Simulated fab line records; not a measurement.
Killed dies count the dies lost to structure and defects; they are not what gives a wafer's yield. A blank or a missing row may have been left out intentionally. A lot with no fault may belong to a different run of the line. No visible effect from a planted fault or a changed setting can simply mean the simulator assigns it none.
fab line records :: flow n5_finfet :: part 2 of 2: steps 5 to 6 of 6
[record]
  lots = 19
  wafers = 57
  last_day = 17
route steps=1938 shown BEOL_M9@1423 BEOL_M10@1487 BEOL_M11@1549
lots with no fault: from the same line, run without faults
start_h: hours from the record's first day to the start of the lot's first wafer shown :: wait_h: time in hours since the lot's previous step :: " identical to the entry in the row above :: L1.1+2: several wafers, shown together as one row :: - no value, or no start given :: * or withheld: withheld :: < > ~ a bound
route shown NAME@n: NAME is a module with steps in the file, n the number in the route of the first one :: usual: average and standard deviation across the fault-free wafers :: same: alike in all rows :: chamber/n: place in a boat :: sites: readings site by site :: _std_site: the values' standard deviation :: _edge_site: the outer-site mean with the inner-site mean subtracted :: radius_mm: for every site, how far away it sits from the centre of the wafer :: mask NAME#n: copy n :: behind: the last tool/chamber to shape the wafer :: hold: why the lot went on hold/how many hours it stayed there/how the hold came to an end :: device: the transistor (n, p or np) that didn't switch :: end of line: tests of these same wafers at the route's end :: for a step that has no rows: nothing shown but its recipe :: killed: dies lost to structure and defects at the first sort, not the wafer's yield :: map: a wafer's dies, x killed, . not, _ none there
set.NAME: setting as actually run; set.NAME@STEP: the setting as run at that earlier step :: model.NAME: the simulator's own value behind a step, which no gauge read
the route's steps for a sample of lots (tables are steps, rows are wafers)
services: from which hour (start_h, from the record's first day; less than 0 if before it) a tool's chamber was out of use, for how many hours, and why
[[steps]]
[step N5_BEOL_M10_ETCH_41]
[recipe]
  chemistry = CH3F/O2
  target = SiCN
  target_depth_a = 426
  taper_deg = 2
  time_s = 86
  ion_energy_ev = 120
  mask_material = TiN
  pressure_mtorr = 30
  source_w = 395
  bias_w = 75
  Ar_flow_sccm = 150
  CH3F_flow_sccm = 30
  O2_flow_sccm = 20
[usual]
  bias_w = 75.02/0.25
  chamber_pressure_mTorr = 30.001/0.028
  drypump_motor_current_A = 5.6/0.58
  oes_product_au = 0.81/0.09
  rf_vpp_V = 297.9/1.4
  showerhead_plenum_p_Torr = 2.02/0.071
  throttle_valve_pct = 16.31/0.2
lot.wafer: L076.1
tool: rie_diel-04
chamber: 2
start_h: -
wait_h: -
bias_w: 74.60
chamber_pressure_mTorr: 29.985
drypump_motor_current_A: 5.7
oes_product_au: 0.93
rf_hours_counter_h: 15
rf_vpp_V: 296.6
showerhead_plenum_p_Torr: 1.94
throttle_valve_pct: 16.07

lot.wafer: L076.3
tool: rie_diel-04
chamber: 0
start_h: -
wait_h: -
bias_w: 74.97
chamber_pressure_mTorr: 29.974
drypump_motor_current_A: 6.7
oes_product_au: 0.74
rf_hours_counter_h: 199
rf_vpp_V: 298.3
showerhead_plenum_p_Torr: 2.07
throttle_valve_pct: 16.39

lot.wafer: L076.5
tool: rie_diel-04
chamber: 0
start_h: -
wait_h: -
bias_w: 75.12
chamber_pressure_mTorr: 30.043
drypump_motor_current_A: 6.7
oes_product_au: 0.73
rf_hours_counter_h: -
rf_vpp_V: 298.7
showerhead_plenum_p_Torr: 2.07
throttle_valve_pct: 16.38

lot.wafer: L077.1
tool: rie_diel-06
chamber: 0
start_h: -
wait_h: -
bias_w: 75.18
chamber_pressure_mTorr: 29.990
drypump_motor_current_A: 6.2
oes_product_au: 0.95
rf_hours_counter_h: 5
rf_vpp_V: 296.7
showerhead_plenum_p_Torr: 1.95
throttle_valve_pct: 16.21

lot.wafer: L077.3
tool: rie_diel-06
chamber: 3
start_h: -
wait_h: -
bias_w: 74.85
chamber_pressure_mTorr: 29.951
drypump_motor_current_A: 5.9
oes_product_au: 0.78
rf_hours_counter_h: 122
rf_vpp_V: 297.9
showerhead_plenum_p_Torr: 2.00
throttle_valve_pct: 16.29

lot.wafer: L077.6
tool: rie_diel-06
chamber: 0
start_h: -
wait_h: -
bias_w: 75.48
chamber_pressure_mTorr: 29.992
drypump_motor_current_A: 6.2
oes_product_au: 0.95
rf_hours_counter_h: -
rf_vpp_V: 297.8
showerhead_plenum_p_Torr: 1.95
throttle_valve_pct: 16.23

lot.wafer: L078.1
tool: rie_diel-04
chamber: 3
start_h: -
wait_h: -
bias_w: 75.05
chamber_pressure_mTorr: 29.956
drypump_motor_current_A: 6.2
oes_product_au: 0.75
rf_hours_counter_h: 151
rf_vpp_V: 296.0
showerhead_plenum_p_Torr: 1.94
throttle_valve_pct: 16.71

lot.wafer: L078.3
tool: rie_diel-04
chamber: 2
start_h: -
wait_h: -
bias_w: 74.80
chamber_pressure_mTorr: 29.945
drypump_motor_current_A: 5.6
oes_product_au: 0.91
rf_hours_counter_h: 27
rf_vpp_V: 296.0
showerhead_plenum_p_Torr: 1.93
throttle_valve_pct: 16.09

lot.wafer: L078.6
tool: rie_diel-04
chamber: 0
start_h: -
wait_h: -
bias_w: 74.67
chamber_pressure_mTorr: 30.014
drypump_motor_current_A: 6.7
oes_product_au: 0.72
rf_hours_counter_h: -
rf_vpp_V: 298.3
showerhead_plenum_p_Torr: 2.06
throttle_valve_pct: 16.42

lot.wafer: L081.2
tool: rie_diel-06
chamber: 3
start_h: -
wait_h: -
bias_w: 75.25
chamber_pressure_mTorr: 29.964
drypump_motor_current_A: 5.9
oes_product_au: 0.78
rf_hours_counter_h: 124
rf_vpp_V: 296.9
showerhead_plenum_p_Torr: 2.00
throttle_valve_pct: 16.29

lot.wafer: L081.3
tool: rie_diel-06
chamber: 1
start_h: -
wait_h: -
bias_w: 75.24
chamber_pressure_mTorr: 30.022
drypump_motor_current_A: 4.8
oes_product_au: 0.68
rf_hours_counter_h: 235
rf_vpp_V: 297.1
showerhead_plenum_p_Torr: 1.96
throttle_valve_pct: 16.48

lot.wafer: L081.5
tool: rie_diel-06
chamber: 3
start_h: -
wait_h: -
bias_w: 75.12
chamber_pressure_mTorr: 29.969
drypump_motor_current_A: 5.8
oes_product_au: 0.78
rf_hours_counter_h: -
rf_vpp_V: 297.5
showerhead_plenum_p_Torr: 2.00
throttle_valve_pct: 16.30

lot.wafer: L079.1
tool: rie_diel-06
chamber: 1
start_h: -
wait_h: -
bias_w: 75.30
chamber_pressure_mTorr: 29.988
drypump_motor_current_A: 4.8
oes_product_au: 0.67
rf_hours_counter_h: 236
rf_vpp_V: 297.1
showerhead_plenum_p_Torr: 1.96
throttle_valve_pct: 16.49

lot.wafer: L079.3
tool: rie_diel-06
chamber: 3
start_h: -
wait_h: -
bias_w: 75.09
chamber_pressure_mTorr: 29.967
drypump_motor_current_A: 5.8
oes_product_au: 0.77
rf_hours_counter_h: 125
rf_vpp_V: 297.0
showerhead_plenum_p_Torr: 2.00
throttle_valve_pct: 16.29

lot.wafer: L079.6
tool: rie_diel-06
chamber: 2
start_h: -
wait_h: -
bias_w: 75.09
chamber_pressure_mTorr: 30.030
drypump_motor_current_A: 5.1
oes_product_au: 0.76
rf_hours_counter_h: -
rf_vpp_V: 298.3
showerhead_plenum_p_Torr: 2.12
throttle_valve_pct: 16.21

lot.wafer: L080.1
tool: rie_diel-04
chamber: 1
start_h: -
wait_h: -
bias_w: 75.10
chamber_pressure_mTorr: 30.022
drypump_motor_current_A: 5.9
oes_product_au: 0.96
rf_hours_counter_h: 7
rf_vpp_V: 297.6
showerhead_plenum_p_Torr: 2.06
throttle_valve_pct: 16.52

lot.wafer: L080.3
tool: rie_diel-04
chamber: 0
start_h: -
wait_h: -
bias_w: 75.10
chamber_pressure_mTorr: 29.927
drypump_motor_current_A: 6.7
oes_product_au: 0.72
rf_hours_counter_h: 213
rf_vpp_V: 298.4
showerhead_plenum_p_Torr: 2.06
throttle_valve_pct: 16.41

lot.wafer: L080.5
tool: rie_diel-04
chamber: 3
start_h: -
wait_h: -
bias_w: 74.98
chamber_pressure_mTorr: 30.037
drypump_motor_current_A: 6.2
oes_product_au: 0.75
rf_hours_counter_h: -
rf_vpp_V: 295.4
showerhead_plenum_p_Torr: 1.94
throttle_valve_pct: 16.69

lot.wafer: L084.2
tool: rie_diel-06
chamber: 1
start_h: -
wait_h: -
bias_w: 75.01
chamber_pressure_mTorr: 30.030
drypump_motor_current_A: 4.8
oes_product_au: 0.68
rf_hours_counter_h: 244
rf_vpp_V: 296.8
showerhead_plenum_p_Torr: 1.95
throttle_valve_pct: 16.52

lot.wafer: L084.3
tool: rie_diel-06
chamber: 3
start_h: -
wait_h: -
bias_w: 74.86
chamber_pressure_mTorr: 30.004
drypump_motor_current_A: 5.9
oes_product_au: 0.76
rf_hours_counter_h: 134
rf_vpp_V: 297.6
showerhead_plenum_p_Torr: 2.00
throttle_valve_pct: 16.32

lot.wafer: L084.5
tool: rie_diel-06
chamber: 2
start_h: -
wait_h: -
bias_w: 75.04
chamber_pressure_mTorr: 29.957
drypump_motor_current_A: 5.1
oes_product_au: 0.75
rf_hours_counter_h: -
rf_vpp_V: 299.3
showerhead_plenum_p_Torr: 2.12
throttle_valve_pct: 16.23

lot.wafer: L083.2
tool: rie_diel-05
chamber: 0
start_h: -
wait_h: -
bias_w: 75.33
chamber_pressure_mTorr: 30.095
drypump_motor_current_A: 4.8
oes_product_au: 0.95
rf_hours_counter_h: 29
rf_vpp_V: 299.3
showerhead_plenum_p_Torr: 2.14
throttle_valve_pct: 16.32

lot.wafer: L083.4
tool: rie_diel-05
chamber: 0
start_h: -
wait_h: -
bias_w: 75.22
chamber_pressure_mTorr: 29.985
drypump_motor_current_A: 4.8
oes_product_au: 0.94
rf_hours_counter_h: -
rf_vpp_V: 300.2
showerhead_plenum_p_Torr: 2.14
throttle_valve_pct: 16.31

lot.wafer: L083.5
tool: rie_diel-05
chamber: 2
start_h: -
wait_h: -
bias_w: 75.09
chamber_pressure_mTorr: 29.996
drypump_motor_current_A: 5.3
oes_product_au: 0.81
rf_hours_counter_h: -
rf_vpp_V: 296.5
showerhead_plenum_p_Torr: 1.99
throttle_valve_pct: 15.88

lot.wafer: L085.3
tool: rie_diel-04
chamber: 0
start_h: -
wait_h: -
bias_w: 75.20
chamber_pressure_mTorr: 30.063
drypump_motor_current_A: 6.7
oes_product_au: 0.72
rf_hours_counter_h: 221
rf_vpp_V: 298.9
showerhead_plenum_p_Torr: 2.06
throttle_valve_pct: 16.43

lot.wafer: L085.4
tool: rie_diel-04
chamber: 3
start_h: -
wait_h: -
bias_w: 74.75
chamber_pressure_mTorr: 30.012
drypump_motor_current_A: 6.2
oes_product_au: 0.74
rf_hours_counter_h: 162
rf_vpp_V: 294.9
showerhead_plenum_p_Torr: 1.93
throttle_valve_pct: 16.72

lot.wafer: L085.6
tool: rie_diel-04
chamber: 1
start_h: -
wait_h: -
bias_w: 74.81
chamber_pressure_mTorr: 30.000
drypump_motor_current_A: 5.8
oes_product_au: 0.93
rf_hours_counter_h: -
rf_vpp_V: 298.2
showerhead_plenum_p_Torr: 2.06
throttle_valve_pct: 16.52

lot.wafer: L086.1
tool: rie_diel-06
chamber: 2
start_h: -
wait_h: -
bias_w: 75.18
chamber_pressure_mTorr: 29.988
drypump_motor_current_A: 5.1
oes_product_au: 0.76
rf_hours_counter_h: 129
rf_vpp_V: 299.9
showerhead_plenum_p_Torr: 2.12
throttle_valve_pct: 16.24

lot.wafer: L086.3
tool: rie_diel-06
chamber: 1
start_h: -
wait_h: -
bias_w: 74.75
chamber_pressure_mTorr: 29.993
drypump_motor_current_A: 4.8
oes_product_au: 0.68
rf_hours_counter_h: 247
rf_vpp_V: 297.1
showerhead_plenum_p_Torr: 1.95
throttle_valve_pct: 16.53

lot.wafer: L086.4
tool: rie_diel-06
chamber: 0
start_h: -
wait_h: -
bias_w: 75.54
chamber_pressure_mTorr: 30.010
drypump_motor_current_A: 6.2
oes_product_au: 0.91
rf_hours_counter_h: 19
rf_vpp_V: 296.3
showerhead_plenum_p_Torr: 1.95
throttle_valve_pct: 16.23

lot.wafer: L087.1
tool: rie_diel-05
chamber: 0
start_h: -
wait_h: -
bias_w: 75.08
chamber_pressure_mTorr: 29.971
drypump_motor_current_A: 4.8
oes_product_au: 0.93
rf_hours_counter_h: 36
rf_vpp_V: 299.2
showerhead_plenum_p_Torr: 2.14
throttle_valve_pct: 16.33

lot.wafer: L087.3
tool: rie_diel-05
chamber: 1
start_h: -
wait_h: -
bias_w: 74.99
chamber_pressure_mTorr: 30.000
drypump_motor_current_A: 5.3
oes_product_au: 0.89
rf_hours_counter_h: 46
rf_vpp_V: 298.8
showerhead_plenum_p_Torr: 2.10
throttle_valve_pct: 16.31

lot.wafer: L087.6
tool: rie_diel-05
chamber: 0
start_h: -
wait_h: -
bias_w: 75.32
chamber_pressure_mTorr: 30.044
drypump_motor_current_A: 4.8
oes_product_au: 0.93
rf_hours_counter_h: -
rf_vpp_V: 300.5
showerhead_plenum_p_Torr: 2.14
throttle_valve_pct: 16.34

lot.wafer: L088.1
tool: rie_diel-04
chamber: 2
start_h: -
wait_h: -
bias_w: 74.83
chamber_pressure_mTorr: 29.994
drypump_motor_current_A: 5.7
oes_product_au: 0.87
rf_hours_counter_h: 46
rf_vpp_V: 297.1
showerhead_plenum_p_Torr: 1.93
throttle_valve_pct: 16.13

lot.wafer: L088.3
tool: rie_diel-04
chamber: 3
start_h: -
wait_h: -
bias_w: 74.69
chamber_pressure_mTorr: 30.014
drypump_motor_current_A: 6.2
oes_product_au: 0.74
rf_hours_counter_h: 169
rf_vpp_V: 294.8
showerhead_plenum_p_Torr: 1.93
throttle_valve_pct: 16.73

lot.wafer: L088.5
tool: rie_diel-04
chamber: 2
start_h: -
wait_h: -
bias_w: 74.90
chamber_pressure_mTorr: 30.007
drypump_motor_current_A: 5.7
oes_product_au: 0.88
rf_hours_counter_h: -
rf_vpp_V: 296.8
showerhead_plenum_p_Torr: 1.93
throttle_valve_pct: 16.12

lot.wafer: L090.1
tool: rie_diel-06
chamber: 2
start_h: -
wait_h: -
bias_w: 75.12
chamber_pressure_mTorr: 29.946
drypump_motor_current_A: 5.1
oes_product_au: 0.76
rf_hours_counter_h: 135
rf_vpp_V: 298.1
showerhead_plenum_p_Torr: 2.11
throttle_valve_pct: 16.22

lot.wafer: L090.2
tool: rie_diel-06
chamber: 3
start_h: -
wait_h: -
bias_w: 75.19
chamber_pressure_mTorr: 29.985
drypump_motor_current_A: 5.9
oes_product_au: 0.76
rf_hours_counter_h: 143
rf_vpp_V: 296.1
showerhead_plenum_p_Torr: 1.99
throttle_valve_pct: 16.33

lot.wafer: L090.5
tool: rie_diel-06
chamber: 2
start_h: -
wait_h: -
bias_w: 74.81
chamber_pressure_mTorr: 30.031
drypump_motor_current_A: 5.1
oes_product_au: 0.76
rf_hours_counter_h: -
rf_vpp_V: 299.0
showerhead_plenum_p_Torr: 2.11
throttle_valve_pct: 16.25

lot.wafer: L091.2
tool: rie_diel-05
chamber: 2
start_h: -
wait_h: -
bias_w: 74.96
chamber_pressure_mTorr: 29.976
drypump_motor_current_A: 5.3
oes_product_au: 0.79
rf_hours_counter_h: 106
rf_vpp_V: 296.8
showerhead_plenum_p_Torr: 1.99
throttle_valve_pct: 15.90

lot.wafer: L091.3
tool: rie_diel-05
chamber: 1
start_h: -
wait_h: -
bias_w: 74.97
chamber_pressure_mTorr: 29.993
drypump_motor_current_A: 5.3
oes_product_au: 0.87
rf_hours_counter_h: -
rf_vpp_V: 299.4
showerhead_plenum_p_Torr: 2.10
throttle_valve_pct: 16.33

lot.wafer: L091.4
tool: rie_diel-05
chamber: 2
start_h: -
wait_h: -
bias_w: 75.15
chamber_pressure_mTorr: 29.998
drypump_motor_current_A: 5.3
oes_product_au: 0.79
rf_hours_counter_h: -
rf_vpp_V: 298.3
showerhead_plenum_p_Torr: 1.99
throttle_valve_pct: 15.91

lot.wafer: L093.2
tool: rie_diel-05
chamber: 1
start_h: -
wait_h: -
bias_w: 75.33
chamber_pressure_mTorr: 29.990
drypump_motor_current_A: 5.3
oes_product_au: 0.84
rf_hours_counter_h: 65
rf_vpp_V: 299.1
showerhead_plenum_p_Torr: 2.10
throttle_valve_pct: 16.36

lot.wafer: L093.4
tool: rie_diel-05
chamber: 1
start_h: -
wait_h: -
bias_w: 75.14
chamber_pressure_mTorr: 29.966
drypump_motor_current_A: 5.3
oes_product_au: 0.86
rf_hours_counter_h: -
rf_vpp_V: 298.9
showerhead_plenum_p_Torr: 2.10
throttle_valve_pct: 16.35

lot.wafer: L093.5
tool: rie_diel-05
chamber: 2
start_h: -
wait_h: -
bias_w: 75.25
chamber_pressure_mTorr: 29.995
drypump_motor_current_A: 5.3
oes_product_au: 0.78
rf_hours_counter_h: -
rf_vpp_V: 297.6
showerhead_plenum_p_Torr: 1.98
throttle_valve_pct: 15.93

lot.wafer: L095.1
tool: rie_diel-06
chamber: 3
start_h: -
wait_h: -
bias_w: 75.28
chamber_pressure_mTorr: 30.011
drypump_motor_current_A: 5.9
oes_product_au: 0.74
rf_hours_counter_h: 163
rf_vpp_V: 296.6
showerhead_plenum_p_Torr: 1.99
throttle_valve_pct: 16.36

lot.wafer: L095.3
tool: rie_diel-06
chamber: 2
start_h: -
wait_h: -
bias_w: 75.07
chamber_pressure_mTorr: 29.986
drypump_motor_current_A: 5.1
oes_product_au: 0.73
rf_hours_counter_h: 155
rf_vpp_V: 298.9
showerhead_plenum_p_Torr: 2.11
throttle_valve_pct: 16.29

lot.wafer: L095.4
tool: rie_diel-06
chamber: 2
start_h: -
wait_h: -
bias_w: 74.91
chamber_pressure_mTorr: 30.032
drypump_motor_current_A: 5.1
oes_product_au: 0.74
rf_hours_counter_h: -
rf_vpp_V: 299.1
showerhead_plenum_p_Torr: 2.11
throttle_valve_pct: 16.29

lot.wafer: L094.1
tool: rie_diel-04
chamber: 0
start_h: -
wait_h: -
bias_w: 74.89
chamber_pressure_mTorr: 29.992
drypump_motor_current_A: 6.7
oes_product_au: 0.70
rf_hours_counter_h: 244
rf_vpp_V: 298.2
showerhead_plenum_p_Torr: 2.05
throttle_valve_pct: 16.46

lot.wafer: L094.4
tool: rie_diel-04
chamber: 3
start_h: -
wait_h: -
bias_w: 75.09
chamber_pressure_mTorr: 29.995
drypump_motor_current_A: 6.2
oes_product_au: 0.72
rf_hours_counter_h: 186
rf_vpp_V: 297.3
showerhead_plenum_p_Torr: 1.92
throttle_valve_pct: 16.77

lot.wafer: L094.6
tool: rie_diel-04
chamber: 1
start_h: -
wait_h: -
bias_w: 74.87
chamber_pressure_mTorr: 30.007
drypump_motor_current_A: 5.9
oes_product_au: 0.87
rf_hours_counter_h: -
rf_vpp_V: 299.6
showerhead_plenum_p_Torr: 2.05
throttle_valve_pct: 16.58

lot.wafer: L096.1
tool: rie_diel-06
chamber: 1
start_h: -
wait_h: -
bias_w: 74.70
chamber_pressure_mTorr: 30.040
drypump_motor_current_A: 4.8
oes_product_au: 0.91
rf_hours_counter_h: 14
rf_vpp_V: 295.5
showerhead_plenum_p_Torr: 1.95
throttle_valve_pct: 16.10

lot.wafer: L096.3
tool: rie_diel-06
chamber: 3
start_h: -
wait_h: -
bias_w: 74.76
chamber_pressure_mTorr: 29.954
drypump_motor_current_A: 5.9
oes_product_au: 0.73
rf_hours_counter_h: 166
rf_vpp_V: 297.8
showerhead_plenum_p_Torr: 1.99
throttle_valve_pct: 16.39

lot.wafer: L096.4
tool: rie_diel-06
chamber: 1
start_h: -
wait_h: -
bias_w: 74.83
chamber_pressure_mTorr: 29.992
drypump_motor_current_A: 4.8
oes_product_au: 0.91
rf_hours_counter_h: -
rf_vpp_V: 298.1
showerhead_plenum_p_Torr: 1.95
throttle_valve_pct: 16.10

lot.wafer: L097.2
tool: rie_diel-05
chamber: 1
start_h: -
wait_h: -
bias_w: 75.00
chamber_pressure_mTorr: 29.981
drypump_motor_current_A: 5.3
oes_product_au: 0.85
rf_hours_counter_h: 72
rf_vpp_V: 299.4
showerhead_plenum_p_Torr: 2.09
throttle_valve_pct: 16.38

lot.wafer: L097.5
tool: rie_diel-05
chamber: 1
start_h: -
wait_h: -
bias_w: 75.39
chamber_pressure_mTorr: 30.001
drypump_motor_current_A: 5.3
oes_product_au: 0.84
rf_hours_counter_h: -
rf_vpp_V: 300.2
showerhead_plenum_p_Torr: 2.09
throttle_valve_pct: 16.37

lot.wafer: L097.6
tool: rie_diel-05
chamber: 2
start_h: -
wait_h: -
bias_w: 75.14
chamber_pressure_mTorr: 30.034
drypump_motor_current_A: 5.3
oes_product_au: 0.78
rf_hours_counter_h: -
rf_vpp_V: 297.7
showerhead_plenum_p_Torr: 1.98
throttle_valve_pct: 15.94
[step N5_BEOL_M11_CD_MEAS_11]
[recipe]
  target_cd_nm = 64.1
  landing_energy_ev = 500
  detector = se_inlens
  polarity = opening
[usual]
  cd_nm = 64.0/0.76
[same]
  landing_energy_ev = 500
lot.wafer: L076.1
tool: cd_sem-02
chamber: 0
start_h: 227.27
wait_h: -
cd_nm: 64.6

lot.wafer: L076.3
tool: cd_sem-02
chamber: 0
start_h: 227.27
wait_h: -
cd_nm: 65.0

lot.wafer: L076.5
tool: cd_sem-02
chamber: 0
start_h: 227.27
wait_h: -
cd_nm: 64.0

lot.wafer: L077.1
tool: cd_sem-03
chamber: 0
start_h: 252.94
wait_h: -
cd_nm: 65.3

lot.wafer: L077.3
tool: cd_sem-03
chamber: 0
start_h: 252.94
wait_h: -
cd_nm: 65.7

lot.wafer: L077.6
tool: cd_sem-03
chamber: 0
start_h: 252.94
wait_h: -
cd_nm: 65.4

lot.wafer: L078.1
tool: cd_sem-02
chamber: 0
start_h: 256.48
wait_h: -
cd_nm: 64.1

lot.wafer: L078.3
tool: cd_sem-02
chamber: 0
start_h: 256.48
wait_h: -
cd_nm: 64.5

lot.wafer: L078.6
tool: cd_sem-02
chamber: 0
start_h: 256.48
wait_h: -
cd_nm: 64.3

lot.wafer: L081.2
tool: cd_sem-01
chamber: 0
start_h: 256.90
wait_h: -
cd_nm: 64.1

lot.wafer: L081.3
tool: cd_sem-01
chamber: 0
start_h: 256.90
wait_h: -
cd_nm: 64.4

lot.wafer: L081.5
tool: cd_sem-01
chamber: 0
start_h: 256.90
wait_h: -
cd_nm: 63.9

lot.wafer: L079.1
tool: cd_sem-02
chamber: 0
start_h: 260.73
wait_h: -
cd_nm: 63.6

lot.wafer: L079.3
tool: cd_sem-02
chamber: 0
start_h: 260.73
wait_h: -
cd_nm: 64.5

lot.wafer: L079.6
tool: cd_sem-02
chamber: 0
start_h: 260.73
wait_h: -
cd_nm: 63.5

lot.wafer: L080.1
tool: cd_sem-01
chamber: 0
start_h: 265.53
wait_h: -
cd_nm: 63.1

lot.wafer: L080.3
tool: cd_sem-01
chamber: 0
start_h: 265.53
wait_h: -
cd_nm: 62.9

lot.wafer: L080.5
tool: cd_sem-01
chamber: 0
start_h: 265.53
wait_h: -
cd_nm: 63.1

lot.wafer: L084.2
tool: cd_sem-01
chamber: 0
start_h: 287.00
wait_h: -
cd_nm: 64.2

lot.wafer: L084.3
tool: cd_sem-01
chamber: 0
start_h: 287.00
wait_h: -
cd_nm: 64.4

lot.wafer: L084.5
tool: cd_sem-01
chamber: 0
start_h: 287.00
wait_h: -
cd_nm: 64.5

lot.wafer: L083.2
tool: cd_sem-01
chamber: 0
start_h: 287.53
wait_h: -
cd_nm: 64.4

lot.wafer: L083.4
tool: cd_sem-01
chamber: 0
start_h: 287.53
wait_h: -
cd_nm: 63.7

lot.wafer: L083.5
tool: cd_sem-01
chamber: 0
start_h: 287.53
wait_h: -
cd_nm: 64.4

lot.wafer: L085.3
tool: cd_sem-01
chamber: 0
start_h: 289.76
wait_h: -
cd_nm: 63.7

lot.wafer: L085.4
tool: cd_sem-01
chamber: 0
start_h: 289.76
wait_h: -
cd_nm: 63.7

lot.wafer: L085.6
tool: cd_sem-01
chamber: 0
start_h: 289.76
wait_h: -
cd_nm: 63.2

lot.wafer: L086.1
tool: cd_sem-01
chamber: 0
start_h: 293.88
wait_h: -
cd_nm: 64.6

lot.wafer: L086.3
tool: cd_sem-01
chamber: 0
start_h: 293.88
wait_h: -
cd_nm: 64.7

lot.wafer: L086.4
tool: cd_sem-01
chamber: 0
start_h: 293.88
wait_h: -
cd_nm: 63.6

lot.wafer: L087.1
tool: cd_sem-02
chamber: 0
start_h: 302.40
wait_h: -
cd_nm: 65.0

lot.wafer: L087.3
tool: cd_sem-02
chamber: 0
start_h: 302.40
wait_h: -
cd_nm: 64.4

lot.wafer: L087.6
tool: cd_sem-02
chamber: 0
start_h: 302.40
wait_h: -
cd_nm: 63.0

lot.wafer: L088.1
tool: cd_sem-02
chamber: 0
start_h: 309.32
wait_h: -
cd_nm: 63.0

lot.wafer: L088.3
tool: cd_sem-02
chamber: 0
start_h: 309.32
wait_h: -
cd_nm: 64.5

lot.wafer: L088.5
tool: cd_sem-02
chamber: 0
start_h: 309.32
wait_h: -
cd_nm: 63.5

lot.wafer: L090.1
tool: cd_sem-02
chamber: 0
start_h: 311.62
wait_h: -
cd_nm: 63.4

lot.wafer: L090.2
tool: cd_sem-02
chamber: 0
start_h: 311.62
wait_h: -
cd_nm: 64.3

lot.wafer: L090.5
tool: cd_sem-02
chamber: 0
start_h: 311.62
wait_h: -
cd_nm: 65.5

lot.wafer: L091.2
tool: cd_sem-01
chamber: 0
start_h: 320.50
wait_h: -
cd_nm: 63.3

lot.wafer: L091.3
tool: cd_sem-01
chamber: 0
start_h: 320.50
wait_h: -
cd_nm: 63.1

lot.wafer: L091.4
tool: cd_sem-01
chamber: 0
start_h: 320.50
wait_h: -
cd_nm: 63.7

lot.wafer: L093.2
tool: cd_sem-02
chamber: 0
start_h: 340.58
wait_h: -
cd_nm: 64.8

lot.wafer: L093.4
tool: cd_sem-02
chamber: 0
start_h: 340.58
wait_h: -
cd_nm: 65.2

lot.wafer: L093.5
tool: cd_sem-02
chamber: 0
start_h: 340.58
wait_h: -
cd_nm: 63.9

lot.wafer: L095.1
tool: cd_sem-03
chamber: 0
start_h: 350.03
wait_h: -
cd_nm: 64.7

lot.wafer: L095.3
tool: cd_sem-03
chamber: 0
start_h: 350.03
wait_h: -
cd_nm: 63.7

lot.wafer: L095.4
tool: cd_sem-03
chamber: 0
start_h: 350.03
wait_h: -
cd_nm: 64.6

lot.wafer: L094.1
tool: cd_sem-01
chamber: 0
start_h: 350.23
wait_h: -
cd_nm: 64.4

lot.wafer: L094.4
tool: cd_sem-01
chamber: 0
start_h: 350.23
wait_h: -
cd_nm: 64.1

lot.wafer: L094.6
tool: cd_sem-01
chamber: 0
start_h: 350.23
wait_h: -
cd_nm: 64.3

lot.wafer: L096.1
tool: cd_sem-02
chamber: 0
start_h: 357.37
wait_h: -
cd_nm: 62.9

lot.wafer: L096.3
tool: cd_sem-02
chamber: 0
start_h: 357.37
wait_h: -
cd_nm: 63.8

lot.wafer: L096.4
tool: cd_sem-02
chamber: 0
start_h: 357.37
wait_h: -
cd_nm: 64.2

lot.wafer: L097.2
tool: cd_sem-03
chamber: 0
start_h: 357.85
wait_h: -
cd_nm: 63.8

lot.wafer: L097.5
tool: cd_sem-03
chamber: 0
start_h: 357.85
wait_h: -
cd_nm: 64.7

lot.wafer: L097.6
tool: cd_sem-03
chamber: 0
start_h: 357.85
wait_h: -
cd_nm: 64.1
[[services]]
tool: pvd_sputter-01
chamber: -
start_h: 194.09
hours: 0.8
kind: repair

tool: rie_diel-06
chamber: 0
start_h: 197.25
hours: -
kind: clean

tool: rie_diel-06
chamber: 0
start_h: 197.25
hours: -
kind: consumable_replace:focus_ring

tool: rie_diel-06
chamber: 0
start_h: 197.25
hours: 35.3
kind: scheduled_down

tool: rie_diel-06
chamber: 0
start_h: 197.25
hours: 35.3
kind: vent_cycle

tool: rie_diel-03
chamber: -
start_h: 198.08
hours: 1.1
kind: repair

tool: rie_diel-03
chamber: -
start_h: 199.54
hours: 2.6
kind: repair

tool: rie_diel-01
chamber: 3
start_h: 213.02
hours: 48.6
kind: repair

tool: rie_diel-03
chamber: 0
start_h: 216.61
hours: 2.9
kind: repair

tool: rie_diel-04
chamber: 1
start_h: 235.62
hours: 8.8
kind: repair

tool: rie_diel-05
chamber: 3
start_h: 239.05
hours: 115.1
kind: repair

tool: rie_diel-03
chamber: -
start_h: 283.25
hours: 0.1
kind: repair

tool: rie_diel-03
chamber: 1
start_h: 299.40
hours: 1.6
kind: repair

tool: rie_diel-06
chamber: 1
start_h: 300.87
hours: -
kind: clean

tool: rie_diel-06
chamber: 1
start_h: 300.87
hours: -
kind: consumable_replace:focus_ring

tool: rie_diel-06
chamber: 1
start_h: 300.87
hours: 19.6
kind: scheduled_down

tool: rie_diel-06
chamber: 1
start_h: 300.87
hours: 19.6
kind: vent_cycle

tool: rie_diel-02
chamber: 1
start_h: 311.81
hours: 7.9
kind: repair

tool: rie_diel-02
chamber: 3
start_h: 314.33
hours: 6.4
kind: repair

tool: pvd_sputter-02
chamber: -
start_h: 321.23
hours: 1.2
kind: repair

tool: pvd_sputter-01
chamber: -
start_h: 330.79
hours: 2.4
kind: repair

tool: rie_diel-06
chamber: 0
start_h: 336.10
hours: 14.8
kind: repair

tool: rie_diel-01
chamber: 2
start_h: 344.05
hours: 3.6
kind: repair

tool: rie_diel-05
chamber: 0
start_h: 345.00
hours: 5.6
kind: repair
